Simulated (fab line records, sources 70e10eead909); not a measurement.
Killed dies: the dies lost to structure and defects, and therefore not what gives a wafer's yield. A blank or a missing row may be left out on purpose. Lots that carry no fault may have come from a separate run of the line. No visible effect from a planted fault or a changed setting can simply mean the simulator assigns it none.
Chamber matching | flow nand harc | NHARC_A_M0_PRE_CLEAN_31 on pecvd-01: 3 sister chambers
The step time 12 s. 5 wafers are shown with their chamber, then 7 later ones without.

## WAFERS PAIRED WITH THEIR CHAMBERS
wafer  | chamber | heater power w (W) | heater power outer w (W)
L089.6 | 1       | 660                | 389
L087.4 | 2       | 500                | 275
L087.5 | 0       | 643                | 375
L086.1 | 2       | 528                | 306
L086.3 | 0       | 744                | 457

## WAFERS MISSING THEIR CHAMBER
wafer  | heater power w (W) | heater power outer w (W)
L086.6 | 737                | 439
L090.3 | 745                | 442
L090.5 | 748                | 442
L090.6 | 499                | 275
L095.1 | 468                | 253
L095.4 | 694                | 438
L095.6 | 639                | 388

## EACH ONE'S CHAMBER
wafer  | from the rows above     | in truth
L086.6 | can't be placed: 0 or 1 | 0
L090.3 | can't be placed: 0 or 1 | 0
L090.5 | can't be placed: 0 or 1 | 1
L090.6 | 2                       | 2
L095.1 | 2                       | 2
L095.4 | can't be placed: 0 or 1 | 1
L095.6 | can't be placed: 1 or 0 | 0
Correctly placed: 2 of 7. From these rows, 5 cannot be placed; in 5 the true chamber is one of the candidates. 0 placed wrongly.
How it was worked out, from the rows above alone: a wafer's distance from a chamber is the root of the sum, over the readings, of the square of ((its reading less the chamber's mean) divided by the reading's scatter). The wafer belongs to the nearest chamber; if the next one is less than 2 further off, it can't be placed. For every chamber, the mean is computed from those of its wafers that are shown. How the scatter is found: for the shown wafers, subtract from each reading the mean of its chamber, square and add these, divide the total by (wafers less chambers), then take the root.
